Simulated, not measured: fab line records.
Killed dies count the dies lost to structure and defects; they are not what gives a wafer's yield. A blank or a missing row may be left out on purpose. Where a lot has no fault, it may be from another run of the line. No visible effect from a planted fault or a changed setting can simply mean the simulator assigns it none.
fab line records	flow nand-harc
record lots=6	wafers=18	last-day=33
route steps=1302 shown A_CHANNEL_HOLE_D2@585 A_CHANNEL_FILL_D2@610 END@1302
lots with no fault: from the same line, run without faults
start-h: hours from the record's first day to the start of the lot's first wafer shown	wait-h: hours from the lot's prior step to this one	" identical to the entry in the row above	L1.1+2: a single row standing in for several wafers	- no value, or no start was given	* or withheld: withheld	< > ~ a bound
route shown NAME@n: NAME is a module with steps in the file, n the number in the route of the first one	usual: mean/standard deviation taken from wafers without a fault	same: alike in all rows	chamber/n: place in a boat	sites: each site's reading	_std_site: the standard deviation of these	_edge_site: the outer-site mean with the inner-site mean subtracted	radius-mm: how far each site lies from the wafer's centre	mask NAME#n: copy n	behind: the most recent tool/chamber to have shaped the wafer	hold: reason for holding the lot/hours on hold/outcome of the hold	device: the n, p or np transistor that did not switch	end of line: tests run on the same wafers once the route is complete	a step given without rows: its recipe and nothing more	killed: at the first sort, the dies lost to defects and structure; wafer yield is something else	map: per-die view of a wafer (x killed, . not killed, _ where there is no die)
set.NAME: the setting as run; set.NAME@STEP: as run at that earlier step	model.NAME: the simulator's own value behind a step, which no gauge read
a table for each step, a row for each wafer; lots at some steps of the route
services: when a tool's chamber went out of use (start-h, in hours from the record's first day, below 0 if earlier), for how many hours, and the reason
## steps
# step NHARC_A_CHANNEL_HOLE_D2_DESCUM_15
# recipe time-s=3	o2-flow-sccm=200	ar-flow-sccm=0	bias-power-w=0	chemistry=O2
# usual drypump-motor-current-A=5.9/0.41	oes-product-au=1.002/0.011	rf-vpp-V=57.9/0.86	showerhead-plenum-p-Torr=1.93/0.074	throttle-valve-pct=11.310/0.0089
lot.wafer	tool	chamber	start-h	wait-h	drypump-motor-current-A	oes-product-au	rf-hours-counter-h	rf-vpp-V	showerhead-plenum-p-Torr	throttle-valve-pct
L916.2	rie-diel-11	1	312.13	0.1	5.9	1.012	2.8	59.5	1.99	11.320
L916.1	"	2	"	"	5.9	1.009	2.6	59.8	2.06	11.316
L916.5	"	1	"	"	5.9	1.011	-	58.3	1.99	11.304
L920.1	rie-diel-11	1	333.30	0.1	5.9	1.013	4.9	60.9	1.99	11.312
L920.3	"	3	"	"	5.8	0.992	3.9	57.1	1.92	11.319
L920.6	"	1	"	"	5.9	1.021	-	57.6	1.99	11.307
L928.2	rie-diel-04	1	423.52	0.1	6.2	0.981	4.3	57.9	1.85	11.313
L928.1	"	3	"	"	5.4	1.009	3.9	57.4	1.93	11.305
L928.4	"	0	"	"	5.8	0.991	4.6	57.5	1.91	11.320
L929.1	rie-diel-04	3	440.01	0.1	5.4	1.002	5.2	58.8	1.93	11.326
L929.2	"	1	"	"	6.2	0.986	6.1	58.2	1.85	11.320
L929.6	"	3	"	"	5.4	1.006	-	59.0	1.93	11.319
L931.1	rie-diel-04	1	451.82	0.1	6.2	0.988	7.1	58.5	1.85	11.310
L931.2	"	2	"	"	5.7	1.008	6.1	57.4	1.79	11.309
L931.5	"	1	"	"	6.2	0.989	-	58.2	1.85	11.308
L938.4	rie-diel-04	3	517.62	0.1	5.4	0.997	10.3	57.5	1.93	11.297
L938.1	"	0	"	"	5.8	1.000	11.0	58.2	1.91	11.323
L938.6	"	2	"	"	5.8	1.010	-	57.5	1.79	11.322
# step NHARC_A_CHANNEL_HOLE_D2_ETCH_38
# recipe target-depth-a=390	over-etch-frac=0.3	time-s=65	ion-energy-ev=80	cf4-flow-sccm=150	ar-flow-sccm=0	rf-w=300	bias-w=100	chemistry=CF4
# step NHARC_A_CHANNEL_HOLE_D2_ETCH_39
# recipe target-depth-a=2600	over-etch-frac=0.3	time-s=325	ion-energy-ev=200	n2-flow-sccm=150	h2-flow-sccm=150	ar-flow-sccm=0	rf-w=400	bias-w=150	chemistry=N2/H2
# step NHARC_A_CHANNEL_HOLE_D2_ETCH_34
# recipe target-depth-a=1540	time-s=77	cf4-flow-sccm=100	chf3-flow-sccm=30	ar-flow-sccm=0	rf-w=500	bias-w=200	chemistry=CF4/CHF3
# step NHARC_A_CHANNEL_HOLE_D2_ETCH_16
# recipe target-depth-a=31000	over-etch-frac=0.3	time-s=806	ion-energy-ev=150	o2-flow-sccm=400	cos-flow-sccm=20	ar-flow-sccm=0	rf-w=500	bias-w=300	chemistry=O2/COS
# step NHARC_A_CHANNEL_HOLE_D2_CD_MEAS_18
# usual cd-nm=99.9/2.7
lot.wafer	tool	chamber	start-h	wait-h	cd-nm
L916.1	cd-sem-02	-	313.24	-	103.3
L916.2	"	-	"	"	97.9
L916.5	"	-	"	"	99.8
L920.1	cd-sem-03	-	334.41	-	100.7
L920.3	"	-	"	"	95.3
L920.6	"	-	"	"	97.4
L928.1	cd-sem-02	-	424.62	-	100.6
L928.2	"	-	"	"	99.9
L928.4	"	-	"	"	100.3
L929.1	cd-sem-02	-	441.11	-	100.8
L929.2	"	-	"	"	105.4
L929.6	"	-	"	"	99.1
L931.1	cd-sem-02	-	452.91	-	97.5
L931.2	"	-	"	"	104.8
L931.5	"	-	"	"	102.6
L938.1	cd-sem-02	-	518.70	-	100.4
L938.4	"	-	"	"	104.6
L938.6	"	-	"	"	102.7
# step NHARC_A_CHANNEL_HOLE_D2_ETCH_19
# recipe bias-v=1200	source-w=2500	pressure-mtorr=15	time-s=34.5	ar-flow-sccm=375	c4f8-flow-sccm=28.8	o2-flow-sccm=96.2	temp-c=-20	target-depth-a=*	chemistry=C4F8/O2/Ar
# step NHARC_A_CHANNEL_HOLE_D2_ETCH_20
# recipe bias-v=3000	source-w=withheld	pressure-mtorr=20	time-s=361.9	ar-flow-sccm=375	c4f8-flow-sccm=89.3	o2-flow-sccm=35.7	temp-c=-20	target-depth-a=16000	chemistry=C4F8/O2/Ar
# step NHARC_A_CHANNEL_HOLE_D2_ETCH_21
# recipe bias-v=3000	source-w=withheld	pressure-mtorr=20	time-s=514.3	ar-flow-sccm=375	c4f8-flow-sccm=89.3	o2-flow-sccm=35.7	temp-c=-20	target-depth-a=16000	chemistry=C4F8/O2/Ar
# usual drypump-motor-current-A=5.5/0.31	showerhead-plenum-p-Torr=3.63/0.099	throttle-valve-pct=32.156/0.0088
lot.wafer	tool	chamber	start-h	wait-h	drypump-motor-current-A	rf-hours-counter-h	showerhead-plenum-p-Torr	throttle-valve-pct
L916.1	har-etch-02	0	314.17	0.5	5.5	352	3.74	32.167
L916.2	"	0	"	"	5.5	-	3.74	32.145
L916.5	"	0	"	"	5.5	-	3.74	32.162
L920.1	har-etch-02	1	337.71	0.3	6.0	375	3.72	32.166
L920.3	"	1	"	"	6.0	-	3.72	32.148
L920.6	"	0	"	"	5.5	-	3.72	32.147
L928.1	har-etch-02	1	425.13	0.3	6.0	19	3.70	32.159
L928.2	"	0	"	"	5.5	19	3.70	32.165
L928.4	"	0	"	"	5.5	-	3.70	32.159
L929.1	har-etch-02	1	441.61	0.3	6.0	27	3.70	32.155
L929.2	"	0	"	"	5.5	27	3.70	32.151
L929.6	"	0	"	"	5.5	-	3.70	32.159
L931.1	har-etch-01	0	453.42	0.3	5.2	249	3.46	32.149
L931.2	"	1	"	"	5.4	249	3.63	32.151
L931.5	"	0	"	"	5.2	-	3.46	32.158
L938.1	har-etch-01	1	519.28	0.3	5.4	290	3.61	32.150
L938.4	"	1	"	"	5.4	-	3.61	32.160
L938.6	"	0	"	"	5.2	-	3.44	32.162
# step NHARC_A_CHANNEL_HOLE_D2_ETCH_22
# recipe bias-v=3000	source-w=withheld	pressure-mtorr=20	time-s=666.7	ar-flow-sccm=375	c4f8-flow-sccm=89.3	o2-flow-sccm=35.7	temp-c=-20	target-depth-a=16000	chemistry=C4F8/O2/Ar
# step NHARC_A_CHANNEL_HOLE_D2_ETCH_23
# recipe bias-v=5000	source-w=withheld	pressure-mtorr=20	time-s=819	ar-flow-sccm=375	c4f8-flow-sccm=89.3	o2-flow-sccm=35.7	temp-c=-20	target-depth-a=16000	chemistry=C4F8/O2/Ar
# usual drypump-motor-current-A=5.5/0.31	showerhead-plenum-p-Torr=3.63/0.099	throttle-valve-pct=32.155/0.0094
lot.wafer	tool	chamber	start-h	wait-h	drypump-motor-current-A	rf-hours-counter-h	showerhead-plenum-p-Torr	throttle-valve-pct
L916.1	har-etch-02	0	316.19	0.9	5.5	354	3.73	32.156
L916.2	"	0	"	"	5.5	-	3.73	32.159
L916.5	"	0	"	"	5.5	-	3.73	32.149
L920.1	har-etch-02	1	338.71	0.5	6.1	376	3.72	32.149
L920.3	"	1	"	"	6.0	-	3.72	32.173
L920.6	"	0	"	"	5.5	-	3.72	32.165
L928.1	har-etch-02	1	426.14	0.5	6.0	20	3.70	32.141
L928.2	"	0	"	"	5.5	20	3.70	32.144
L928.4	"	0	"	"	5.5	-	3.70	32.154
L929.1	har-etch-02	1	442.62	0.5	6.1	28	3.69	32.147
L929.2	"	0	"	"	5.5	28	3.69	32.154
L929.6	"	0	"	"	5.5	-	3.70	32.147
L931.1	har-etch-01	0	454.42	0.5	5.2	250	3.46	32.156
L931.2	"	1	"	"	5.4	250	3.63	32.157
L931.5	"	0	"	"	5.1	-	3.46	32.145
L938.1	har-etch-01	1	520.32	0.5	5.4	291	3.61	32.142
L938.4	"	1	"	"	5.4	-	3.61	32.161
L938.6	"	0	"	"	5.2	-	3.44	32.180
# step NHARC_A_CHANNEL_HOLE_D2_ETCH_24
# recipe bias-v=5000	source-w=withheld	pressure-mtorr=20	time-s=906.2	ar-flow-sccm=375	c4f8-flow-sccm=93.8	o2-flow-sccm=31.2	temp-c=-20	target-depth-a=15000	chemistry=C4F8/O2/Ar
# usual drypump-motor-current-A=5.5/0.31	showerhead-plenum-p-Torr=3.62/0.098	throttle-valve-pct=32.235/0.0099
lot.wafer	tool	chamber	start-h	wait-h	drypump-motor-current-A	rf-hours-counter-h	showerhead-plenum-p-Torr	throttle-valve-pct
L916.1	har-etch-02	0	317.59	1.2	5.5	355	3.73	32.233
L916.2	"	0	"	"	5.5	-	3.73	32.213
L916.5	"	0	"	"	5.5	-	3.73	32.238
L920.1	har-etch-02	1	339.42	0.6	6.1	377	3.72	32.251
L920.3	"	1	"	"	6.1	-	3.72	32.219
L920.6	"	0	"	"	5.5	-	3.72	32.222
L928.1	har-etch-02	1	426.84	0.6	6.0	21	3.69	32.219
L928.2	"	0	"	"	5.5	21	3.69	32.246
L928.4	"	0	"	"	5.5	-	3.69	32.237
L929.1	har-etch-02	1	443.32	0.6	6.0	29	3.69	32.236
L929.2	"	0	"	"	5.5	29	3.69	32.262
L929.6	"	0	"	"	5.5	-	3.69	32.255
L931.1	har-etch-01	0	455.12	0.6	5.2	250	3.45	32.249
L931.2	"	1	"	"	5.4	250	3.62	32.224
L931.5	"	0	"	"	5.2	-	3.45	32.238
L938.1	har-etch-01	1	521.03	0.6	5.4	292	3.60	32.232
L938.4	"	1	"	"	5.4	-	3.60	32.225
L938.6	"	0	"	"	5.2	-	3.43	32.224
# step NHARC_A_CHANNEL_HOLE_D2_ETCH_25
# recipe bias-v=5000	source-w=withheld	pressure-mtorr=20	time-s=1040.2	ar-flow-sccm=375	c4f8-flow-sccm=93.8	o2-flow-sccm=31.2	temp-c=-20	target-depth-a=15000	chemistry=C4F8/O2/Ar
# usual drypump-motor-current-A=5.5/0.31	showerhead-plenum-p-Torr=3.62/0.098	throttle-valve-pct=32.235/0.0098
lot.wafer	tool	chamber	start-h	wait-h	drypump-motor-current-A	rf-hours-counter-h	showerhead-plenum-p-Torr	throttle-valve-pct
L916.1	har-etch-02	0	319.14	1.3	5.5	357	3.73	32.235
L916.2	"	0	"	"	5.5	-	3.73	32.241
L916.5	"	0	"	"	5.5	-	3.73	32.245
L920.1	har-etch-02	1	340.20	0.7	6.1	377	3.72	32.241
L920.3	"	1	"	"	6.0	-	3.72	32.241
L920.6	"	0	"	"	5.5	-	3.72	32.223
L928.1	har-etch-02	1	427.60	0.6	6.1	22	3.69	32.219
L928.2	"	0	"	"	5.5	22	3.69	32.248
L928.4	"	0	"	"	5.5	-	3.69	32.241
L929.1	har-etch-02	1	444.08	0.6	6.1	30	3.69	32.239
L929.2	"	0	"	"	5.5	30	3.69	32.237
L929.6	"	0	"	"	5.5	-	3.69	32.228
L931.1	har-etch-01	0	455.90	0.6	5.2	251	3.45	32.238
L931.2	"	1	"	"	5.4	251	3.62	32.236
L931.5	"	0	"	"	5.2	-	3.45	32.236
L938.1	har-etch-01	1	521.81	0.7	5.4	293	3.60	32.229
L938.4	"	1	"	"	5.4	-	3.60	32.245
L938.6	"	0	"	"	5.2	-	3.43	32.232
# step NHARC_A_CHANNEL_HOLE_D2_ETCH_26
# recipe bias-v=300	source-w=2000	pressure-mtorr=30	time-s=224.1	ar-flow-sccm=375	c4f8-flow-sccm=11.4	o2-flow-sccm=113.6	temp-c=-20	target-depth-a=3000	chemistry=C4F8/O2/Ar
# step NHARC_A_CHANNEL_HOLE_D2_ETCH_27
# recipe bias-v=400	source-w=2000	pressure-mtorr=25	time-s=90	ar-flow-sccm=375	c4f8-flow-sccm=41.7	o2-flow-sccm=83.3	temp-c=-20	target-depth-a=4000	chemistry=C4F8/O2/Ar
# step NHARC_A_CHANNEL_HOLE_D2_STRIP_41
# recipe n2-flow-sccm=150	h2-flow-sccm=150	ar-flow-sccm=0	bias-w=0	chemistry=N2/H2
# step NHARC_A_CHANNEL_HOLE_D2_STRIP_42
# recipe cf4-flow-sccm=100	chf3-flow-sccm=30	ar-flow-sccm=0	bias-w=0	chemistry=CF4/CHF3
# step NHARC_A_CHANNEL_HOLE_D2_STRIP_43
# recipe o2-flow-sccm=400	cos-flow-sccm=20	ar-flow-sccm=0	bias-w=0	chemistry=O2/COS
# step NHARC_A_CHANNEL_HOLE_D2_ETCH_44
# recipe target-depth-a=1400	overetch-a=140	time-s=77	ion-energy-ev=100	cf4-flow-sccm=80	o2-flow-sccm=20	ar-flow-sccm=0	rf-w=300	bias-w=100	chemistry=CF4/O2
# step NHARC_A_CHANNEL_HOLE_D2_STRIP_28
# recipe o2-flow-sccm=500	ar-flow-sccm=0	bias-w=0	chemistry=O2
# step NHARC_A_CHANNEL_HOLE_D2_PRECLEAN_29
# recipe time-s=*	temp-c=50	bath-age-min=0	chemistry=SC1
# step NHARC_A_CHANNEL_HOLE_D2_SRD_30
# step NHARC_A_CHANNEL_HOLE_D2_CD_MEAS_31
# usual cd-nm=89.7/1.3
lot.wafer	tool	chamber	start-h	wait-h	cd-nm
L916.1	cd-sem-03	-	323.17	-	89.9
L916.2	"	-	"	"	90.4
L916.5	"	-	"	"	91.1
L920.1	cd-sem-01	-	342.85	-	91.1
L920.3	"	-	"	"	89.9
L920.6	"	-	"	"	91.1
L928.1	cd-sem-03	-	430.28	-	88.5
L928.2	"	-	"	"	89.8
L928.4	"	-	"	"	89.8
L929.1	cd-sem-01	-	446.69	-	88.9
L929.2	"	-	"	"	88.8
L929.6	"	-	"	"	90.0
L931.1	cd-sem-03	-	458.51	-	88.1
L931.2	"	-	"	"	86.9
L931.5	"	-	"	"	89.4
L938.1	cd-sem-03	-	524.29	-	91.7
L938.4	"	-	"	"	90.0
L938.6	"	-	"	"	90.6
# step NHARC_A_CHANNEL_HOLE_D2_XSEM_32
# recipe landing-energy-ev=35000
# usual bot-cd-nm=74.2/1.6	bow-nm=8.7/0.32	tilt-deg=0.07/0.035
lot.wafer	tool	chamber	start-h	wait-h	bot-cd-nm	bow-nm	tilt-deg
L916.1	xsem-01	0	323.26	0.1	74.3	8.8	0.07
L916.2	"	0	"	"	74.9	8.8	0.07
L916.5	"	0	"	"	75.4	8.8	0.07
L920.1	xsem-02	0	342.94	0.1	75.7	9.1	0.07
L920.3	"	0	"	"	74.6	9.0	0.07
L920.6	"	0	"	"	75.2	9.0	0.07
L928.1	xsem-01	0	430.37	0.1	73.2	8.8	0.02
L928.2	"	0	"	"	74.5	8.7	0.02
L928.4	"	0	"	"	75.5	8.8	0.02
L929.1	xsem-01	0	446.78	0.1	73.5	8.2	0.11
L929.2	"	0	"	"	73.1	8.3	0.11
L929.6	"	0	"	"	74.4	8.3	0.11
L931.1	xsem-02	0	458.60	0.1	72.1	8.5	0.06
L931.2	"	0	"	"	70.9	8.5	0.06
L931.5	"	0	"	"	73.6	8.5	0.06
L938.1	xsem-02	0	524.39	0.1	77.0	8.3	0.13
L938.4	"	0	"	"	75.5	8.3	0.13
L938.6	"	0	"	"	77.4	8.3	0.13
# step NHARC_A_CHANNEL_HOLE_D2_INSPECT_40
# usual raw-defect-count=287/95
lot.wafer	tool	chamber	start-h	wait-h	raw-defect-count
L916.1	defect-inspect-02	-	323.36	-	408
L916.2	"	-	"	"	463
L916.5	"	-	"	"	353
L920.1	defect-inspect-01	-	343.04	-	279
L920.3	"	-	"	"	297
L920.6	"	-	"	"	338
L928.1	defect-inspect-01	-	430.48	-	782
L928.2	"	-	"	"	770
L928.4	"	-	"	"	872
L929.1	defect-inspect-01	-	446.87	-	777
L929.2	"	-	"	"	783
L929.6	"	-	"	"	809
L931.1	defect-inspect-01	-	458.70	-	368
L931.2	"	-	"	"	323
L931.5	"	-	"	"	318
L938.1	defect-inspect-01	-	524.48	-	703
L938.4	"	-	"	"	508
L938.6	"	-	"	"	448
# step NHARC_A_CHANNEL_FILL_D2_PRECLEAN_00
# recipe time-s=*	temp-c=50	bath-age-min=0	chemistry=SC1
# step NHARC_END_SORT_01
# recipe temp-c=25
# usual killed-at-array=54/21	killed-at-other=1.0/1.2	killed-at-periphery=3.6/2.6	killed-dies=58/20	killed-open=3.3/1.9	killed-short=2.6/1.5
# same gross-dies=677
lot.wafer	tool	chamber	start-h	wait-h	killed-at-array	killed-at-other	killed-at-periphery	killed-dies	killed-open	killed-short
L920.1	prober-01	0	602.53	2.5	97	1	3	101	1	3
L920.3	prober-01	0	604.14	3.1	82	3	1	86	5	4
L920.6	prober-01	0	606.56	4.0	89	0	0	89	3	3
L928.1	prober-01	0	687.50	2.6	102	1	11	114	4	1
L928.2	prober-01	0	688.30	2.8	103	0	6	109	1	1
L928.4	prober-01	0	689.90	3.4	114	0	6	120	1	2
L931.1	prober-02	0	714.25	2.5	65	1	8	74	2	1
L931.5	prober-02	0	717.42	3.7	76	1	6	83	3	0
L929.1	prober-01	0	729.03	2.5	106	0	3	109	3	1
L929.2	prober-01	0	729.82	2.8	127	0	9	136	4	3
L929.6	prober-01	0	732.99	4.0	116	1	1	118	1	3
# killed by level:class
L920.1 A_CHANNEL_HOLE_D1:chamber-film-flake=37 A_CHANNEL_HOLE_D2:chamber-film-flake=32 A_SLIT:chamber-film-flake=18 A_STAIRCASE:chamber-film-flake=5 A_CHANNEL_FILL_D1:geometric-particle:short=2 A_DECK1_JOINT:geometric-particle:short=1 A_CONTACT:geometric-particle:open=1 P_ZERO_WELL:chamber-film-flake=1
L920.3 A_CHANNEL_HOLE_D1:chamber-film-flake=27 A_CHANNEL_HOLE_D2:chamber-film-flake=24 A_SLIT:chamber-film-flake=13 A_STAIRCASE:chamber-film-flake=7 THIN_TSV:chamber-film-flake=3 A_CHANNEL_FILL_D1:geometric-particle:short=2 A_M0:geometric-particle:open=2 A_CONTACT:chamber-film-flake=2
L920.6 A_CHANNEL_HOLE_D1:chamber-film-flake=32 A_CHANNEL_HOLE_D2:chamber-film-flake=30 A_SLIT:chamber-film-flake=13 A_STAIRCASE:chamber-film-flake=4 A_CHANNEL_HOLE_D1:geometric-particle:short=2 A_CHANNEL_FILL_D2:chamber-film-flake=2 A_CHANNEL_FILL_D1:geometric-particle:open=1 A_CHANNEL_HOLE_D2:geometric-particle:short=1
L928.1 A_CHANNEL_HOLE_D2:unspecified=75 A_CHANNEL_HOLE_D1:chamber-film-flake=8 P_GATE:chamber-film-flake=6 A_CONTACT:chamber-film-flake=6 A_STAIRCASE:chamber-film-flake=3 A_CHANNEL_FILL_D2:chamber-film-flake=3 A_M0:geometric-particle:open=2 A_SLIT:chamber-film-flake=2
L928.2 A_CHANNEL_HOLE_D2:unspecified=80 A_STAIRCASE:chamber-film-flake=9 A_CHANNEL_HOLE_D1:chamber-film-flake=6 P_GATE:chamber-film-flake=4 A_CONTACT:chamber-film-flake=3 A_SLIT:chamber-film-flake=2 P_M0:geometric-particle:open=1 A_ONON_D2:geometric-particle:short=1
L928.4 A_CHANNEL_HOLE_D2:unspecified=83 A_CHANNEL_HOLE_D1:chamber-film-flake=11 P_GATE:chamber-film-flake=4 A_CHANNEL_FILL_D2:chamber-film-flake=4 A_ZERO_WELL:chamber-film-flake=3 A_CONTACT:chamber-film-flake=3 A_SLIT:chamber-film-flake=3 A_CHANNEL_FILL_D1:chamber-film-flake=2
L931.1 A_CHANNEL_HOLE_D1:chamber-film-flake=29 A_CHANNEL_HOLE_D2:chamber-film-flake=16 P_STI:chamber-film-flake=5 A_CONTACT:chamber-film-flake=5 A_SLIT:chamber-film-flake=4 A_BLC:chamber-film-flake=4 P_CONTACT:chamber-film-flake=3 A_DECK1_JOINT:chamber-film-flake=3
L931.5 A_CHANNEL_HOLE_D1:chamber-film-flake=29 A_CHANNEL_HOLE_D2:chamber-film-flake=27 A_CONTACT:chamber-film-flake=7 P_STI:chamber-film-flake=4 A_SLIT:chamber-film-flake=3 A_BLC:chamber-film-flake=3 A_STAIRCASE:chamber-film-flake=2 P_CONTACT:geometric-particle:open=1
L929.1 A_CHANNEL_HOLE_D2:unspecified=68 A_SLIT:chamber-film-flake=17 A_CHANNEL_HOLE_D1:chamber-film-flake=8 A_CONTACT:chamber-film-flake=6 P_CONTACT:chamber-film-flake=2 A_CHANNEL_HOLE_D2:chamber-film-flake=2 A_ONON_D1:geometric-particle:open=1 A_CHANNEL_FILL_D1:geometric-particle:open=1
L929.2 A_CHANNEL_HOLE_D2:unspecified=78 A_SLIT:chamber-film-flake=19 A_CHANNEL_HOLE_D2:chamber-film-flake=6 A_CONTACT:chamber-film-flake=6 P_BONDPAD:chamber-film-flake=5 A_CHANNEL_HOLE_D1:chamber-film-flake=5 A_CHANNEL_FILL_D1:chamber-film-flake=4 A_CHANNEL_FILL_D1:geometric-particle:short=2
L929.6 A_CHANNEL_HOLE_D2:unspecified=77 A_SLIT:chamber-film-flake=17 A_CHANNEL_HOLE_D1:chamber-film-flake=6 A_CHANNEL_HOLE_D2:chamber-film-flake=5 A_CONTACT:chamber-film-flake=5 A_CHANNEL_FILL_D1:chamber-film-flake=3 A_CHANNEL_FILL_D2:geometric-particle:short=2 P_CONTACT:geometric-particle:short=1
# map L928.4 (x killed, . not)
____________.____________
_________......._________
_______.......x..._______
______x............______
_____........x......_____
____.x...............____
____..x..............____
___xx.................___
___.xxx...............___
__...xx...x............__
__...........x.........__
_.....x......x.........._
_......................._
_......................._
_........x.............._
_......................._
......x..................
.............x......x....
..x...x....x.............
....................x....
.......x..x...x....x.....
_........x.x............_
_.......xx.x.....x......_
_.....xxxxx.x..........._
_......xxxxxx......xx..._
_.....xxxxxxxx.........._
__....xxxxxxx.x........__
__.x..xxxxxxxx.........__
___...xxxxxxxxx.......___
___.xxxxxxxxxx........___
____.xxxxxxxx........____
____..xxxxxxx........____
_____...xxxxx......._____
______..xx.xxx.....______
_______..xx......._______
_________..x...._________
____________.____________
# map L929.2 (x killed, . not)
____________.____________
_________.x....._________
_______......x...._______
______..........x..______
_____........x.....x_____
____........xx.......____
____..............x..____
___.x..x..............___
___.................x.___
__.............x.......__
__.....................__
_....x........x........._
_...........x..x........_
_......................._
_.x.x..........x........_
_.................x....._
............x...x........
.....................x...
.........................
....x....................
...x...................x.
_.....x................._
_x......xx.............._
_x.x...xxxxxx........x.._
_x.x...xxxxxx..........._
_x.xx.xxxxxxxxx........._
__.xxxxxxxxxxx.........__
__xxxxxxxxxxxx.........__
___xx.xxxxxxxx........___
___xxxxxxxxxx.........___
____x..xxxxxx.x......____
____..xxxxxxx........____
_____.xxxxxxxx......_____
______.x.xxxx.x....______
_______..x..x.x..._______
_________.xx...._________
____________.____________
## services
tool	chamber	start-h	hours	kind
har-etch-02	1	307.51	-	consumable-replace:focus-ring
har-etch-02	1	307.51	17.0	scheduled-down
har-etch-02	1	307.51	17.0	vent-cycle
rie-diel-04	3	323.75	3.1	repair
rie-diel-04	1	340.13	6.8	repair
rie-diel-04	-	354.97	9.0	pm
rie-diel-11	0	365.98	6.8	repair
xsem-01	-	376.10	14.0	pm
har-etch-02	-	379.49	17.0	pm
har-etch-02	0	379.49	17.0	vent-cycle
har-etch-02	1	379.49	17.0	vent-cycle
rie-diel-11	-	380.82	1.1	repair
rie-diel-04	3	384.00	6.2	repair
rie-diel-04	-	387.22	0.5	repair
har-etch-02	0	396.49	-	clean
rie-diel-11	-	410.55	0.9	repair
rie-diel-11	0	422.80	4.3	repair
rie-diel-11	-	432.50	9.0	pm
rie-diel-04	3	441.13	3.1	repair
rie-diel-11	1	449.44	4.9	repair
rie-diel-04	1	457.37	7.6	repair
rie-diel-11	1	463.06	9.3	repair
rie-diel-11	0	480.55	16.4	repair
rie-diel-11	2	510.90	33.5	repair
## key
first-sign step=NHARC_A_CHANNEL_HOLE_D2_INSPECT_40	reading=raw-defect-count	direction=up	sigmas=5.4	usual=287	struck=799
effect step=NHARC_END_SORT_01	reading=killed-dies	direction=up	sigmas=2.9	usual=58	struck=118	wafers-moved=5
more-kills-born-at NHARC_A_CHANNEL_HOLE_D2_ETCH_25@har-etch-02=386
met-at NHARC_A_CHANNEL_HOLE_D2_ETCH_25
struck-wafers L928.1,L928.2,L928.4,L929.1,L929.2,L929.6
tester-left-out L928,L929
onset-between 340.20 427.60
also-fits NHARC_A_CHANNEL_HOLE_D2_ETCH_21:har-etch-02,NHARC_A_CHANNEL_HOLE_D2_ETCH_23:har-etch-02,NHARC_A_CHANNEL_HOLE_D2_ETCH_24:har-etch-02,NHARC_A_CHANNEL_HOLE_D2_XSEM_32:xsem-01
fault kind=chamber-particle-source	tool=har-etch-02	chamber=-	onset-h=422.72	steps=NHARC_A_CHANNEL_HOLE_D2_ETCH_25	rate-per-visit-cm2=0.90043	end-h=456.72
# tester-left-out: of these lots the tester's yield and bins aren't shown, on N5 and GAA mostly nor the transistor test; their killed dies are dies lost to structure and defects alone, not to doping, threshold or leakage, so they don't give the yield
